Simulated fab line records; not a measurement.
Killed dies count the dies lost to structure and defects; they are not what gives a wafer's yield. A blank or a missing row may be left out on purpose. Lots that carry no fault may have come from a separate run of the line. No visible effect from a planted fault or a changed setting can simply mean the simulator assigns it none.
Struck lot and sound lot, side by side    flow nand_harc    14 out of 1159 route steps
Sound: wafers L716.2, L716.4, L716.5. Wafers L708.3, L708.5, L708.6 were the ones struck. The cause is given at the end.
For every step that has rows: the tool of each side, followed by ch and its chambers, followed by its first start. Under that, the readings that differ: sound wafers    struck wafers    difference of the means    sigmas: that difference in standard deviations of wafers without a fault.
alike: readings whose means differ by less than 2 such deviations, and words and numbers that are the same on both sides. not compared: withheld readings, readings that some wafer has no value for, bounds like >300 that may hide the same value, and numbers for which the record gives no deviation and whose values overlap.
A row with sigmas, a row that says differs or no value, or rows on one side alone: a step with any of these is where the two part. When numbers do not overlap yet have no deviation, they are printed without sigmas and do not part them. A reading missing from all wafers of one side parts the sides only when that side holds two or more wafers.

NHARC_A_BLC_PVD_32: deposits Ti, target thk 5 nm, time 17.7 s.
  sound on pvd_sputter-01; struck on pvd_sputter-02
  alike: cathode_dc_power_W, throttle_valve_pct
NHARC_A_BLC_ALD_23: deposits TiN, target thk 3 nm, pulse time 1 s, ald cycles 150.
  sound on ald_metal-04 ch 0,2,3, day 21 05:26; struck on ald_metal-04 ch 1,2, day 19 08:33
  alike: heater_power_w, precursor_pulse_height_rel
NHARC_A_BLC_CVD_24: deposits W, target thk 150 nm, time 434 s.
  sound: cvd_w-02 ch 0,1; struck: cvd_w-01 ch 0,1
  alike: heater_power_w, throttle_valve_pct
NHARC_A_BLC_CMP_25: polishes, t overpolish 30 s, target thk 150 nm.
  sound on cmp-01 ch 0,2, day 21 08:39; struck on cmp-04 ch 1,2,3, day 19 11:25
  alike: motor_current_A, overpolish_run_s, slurry_filter_dp_kPa, time_to_endpoint_s
following that, these wafers have no rows for 1 step: NHARC_A_BLC_SRD_27.
NHARC_A_BLC_INSPECT_28:
  sound on defect_inspect-02 at day 21 09:03; struck on defect_inspect-02 at day 19 11:44
  alike: raw_defect_count
then, 5 steps without rows for these wafers: NHARC_A_M0_DEP_00 (deposits SiOC, target thk 150 nm); NHARC_A_M0_DEHYDRATE_01 (time 120 s); NHARC_A_M0_HMDS_02 (time 30 s); NHARC_A_M0_COAT_33 (time 65 s); NHARC_A_M0_COAT_03 (resist thk 90 nm).
NHARC_A_M0_SOFTBAKE_04: time 55 s.
  sound on litho_track-04 ch 0, day 21 09:00; struck on litho_track-06 ch 0, day 19 12:00
reading                   sound                 struck                difference  sigmas
heater_power_total_W (W)  188.70 188.39 188.42  172.12 172.28 172.07  -16.35      -99 or more
  alike: plate_temp_C
then, 2 steps without rows for these wafers: NHARC_A_M0_EBR_05; NHARC_END_SORT_01.

== WHERE THEY PART ==
At NHARC_A_M0_SOFTBAKE_04 and nowhere else, as far as this record goes.

WHY: what had been put in by the simulator
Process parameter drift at NHARC_A_M0_SOFTBAKE_04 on litho_track-06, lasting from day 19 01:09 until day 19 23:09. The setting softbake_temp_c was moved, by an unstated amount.
